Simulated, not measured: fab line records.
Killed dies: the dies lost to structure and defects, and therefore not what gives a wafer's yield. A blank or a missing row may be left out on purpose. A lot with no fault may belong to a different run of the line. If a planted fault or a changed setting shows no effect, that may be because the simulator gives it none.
Chamber matching / flow n5_finfet / N5_BEOL_M3_ALD_84 on ald_metal-02 has 4 sister chambers
The step deposits TaN, pulse time 2 s, purge time 3 s, co reactant purge time 2 s. 20 wafers are shown with their chamber, then 10 later ones without.

WAFERS WITH THEIR CHAMBER
wafer=L077.1; chamber=1; heater_power_w (W)=419; susceptor_temp_C (C)=274.57
wafer=L077.5; chamber=3; heater_power_w (W)=397; susceptor_temp_C (C)=274.74
wafer=L077.6; chamber=0; heater_power_w (W)=513; susceptor_temp_C (C)=275.34
wafer=L078.1; chamber=1; heater_power_w (W)=421; susceptor_temp_C (C)=274.73
wafer=L078.3; chamber=2; heater_power_w (W)=380; susceptor_temp_C (C)=274.91
wafer=L078.6; chamber=3; heater_power_w (W)=397; susceptor_temp_C (C)=275.11
wafer=L079.3; chamber=0; heater_power_w (W)=516; susceptor_temp_C (C)=275.19
wafer=L079.4; chamber=1; heater_power_w (W)=417; susceptor_temp_C (C)=274.80
wafer=L079.6; chamber=0; heater_power_w (W)=525; susceptor_temp_C (C)=275.28
wafer=L087.1; chamber=2; heater_power_w (W)=371; susceptor_temp_C (C)=274.73
wafer=L087.2; chamber=3; heater_power_w (W)=408; susceptor_temp_C (C)=275.04
wafer=L087.3; chamber=0; heater_power_w (W)=527; susceptor_temp_C (C)=274.97
wafer=L086.3; chamber=0; heater_power_w (W)=520; susceptor_temp_C (C)=274.78
wafer=L086.4; chamber=1; heater_power_w (W)=419; susceptor_temp_C (C)=275.11
wafer=L086.6; chamber=0; heater_power_w (W)=516; susceptor_temp_C (C)=274.85
wafer=L091.2; chamber=1; heater_power_w (W)=411; susceptor_temp_C (C)=275.26
wafer=L091.4; chamber=0; heater_power_w (W)=521; susceptor_temp_C (C)=274.96
wafer=L091.6; chamber=3; heater_power_w (W)=408; susceptor_temp_C (C)=275.13
wafer=L093.1; chamber=2; heater_power_w (W)=376; susceptor_temp_C (C)=275.11
wafer=L093.5; chamber=2; heater_power_w (W)=369; susceptor_temp_C (C)=274.96

SIGNATURES (means of the wafers above)
reading=heater_power_w; chamber 0=519.71; chamber 1=417.40; chamber 2=374.00; chamber 3=402.50; scatter within a chamber=5.06
reading=susceptor_temp_C; chamber 0=275.0529; chamber 1=274.8940; chamber 2=274.9275; chamber 3=275.0050; scatter within a chamber=0.22
Rule: a wafer lies at a distance from a chamber equal to the root of the sum of squares, over the readings, of (its reading less the chamber's mean, divided by the reading's scatter). The wafer belongs to the nearest chamber; if the next one is less than 2 further off, it can't be placed. The scatter: take each reading less its chamber's mean, square it, sum over the shown wafers, divide by the number of wafers less the number of chambers, and take the root.

WAFERS WITHOUT THEIR CHAMBER
wafer=L093.6; heater_power_w (W)=393; susceptor_temp_C (C)=274.97
wafer=L095.2; heater_power_w (W)=409; susceptor_temp_C (C)=275.47
wafer=L095.3; heater_power_w (W)=521; susceptor_temp_C (C)=274.89
wafer=L095.4; heater_power_w (W)=398; susceptor_temp_C (C)=275.18
wafer=L092.4; heater_power_w (W)=377; susceptor_temp_C (C)=275.05
wafer=L092.5; heater_power_w (W)=406; susceptor_temp_C (C)=275.08
wafer=L092.6; heater_power_w (W)=386; susceptor_temp_C (C)=274.62
wafer=L096.1; heater_power_w (W)=377; susceptor_temp_C (C)=275.53
wafer=L096.3; heater_power_w (W)=530; susceptor_temp_C (C)=275.07
wafer=L096.5; heater_power_w (W)=397; susceptor_temp_C (C)=275.04

THE CHAMBER EACH PASSED THROUGH
wafer=L093.6; from the rows above=can't be placed: 3 or 2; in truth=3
wafer=L095.2; from the rows above=can't be placed: 3 or 1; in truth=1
wafer=L095.3; from the rows above=0; in truth=0
wafer=L095.4; from the rows above=3; in truth=3
wafer=L092.4; from the rows above=2; in truth=2
wafer=L092.5; from the rows above=can't be placed: 3 or 1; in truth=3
wafer=L092.6; from the rows above=can't be placed: 2 or 3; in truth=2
wafer=L096.1; from the rows above=2; in truth=2
wafer=L096.3; from the rows above=0; in truth=0
wafer=L096.5; from the rows above=3; in truth=3
Correct placement for 6 of the 10. Cannot be placed on the basis of these rows: 4; the candidates contain the true chamber in 4. Wrongly placed: 0.
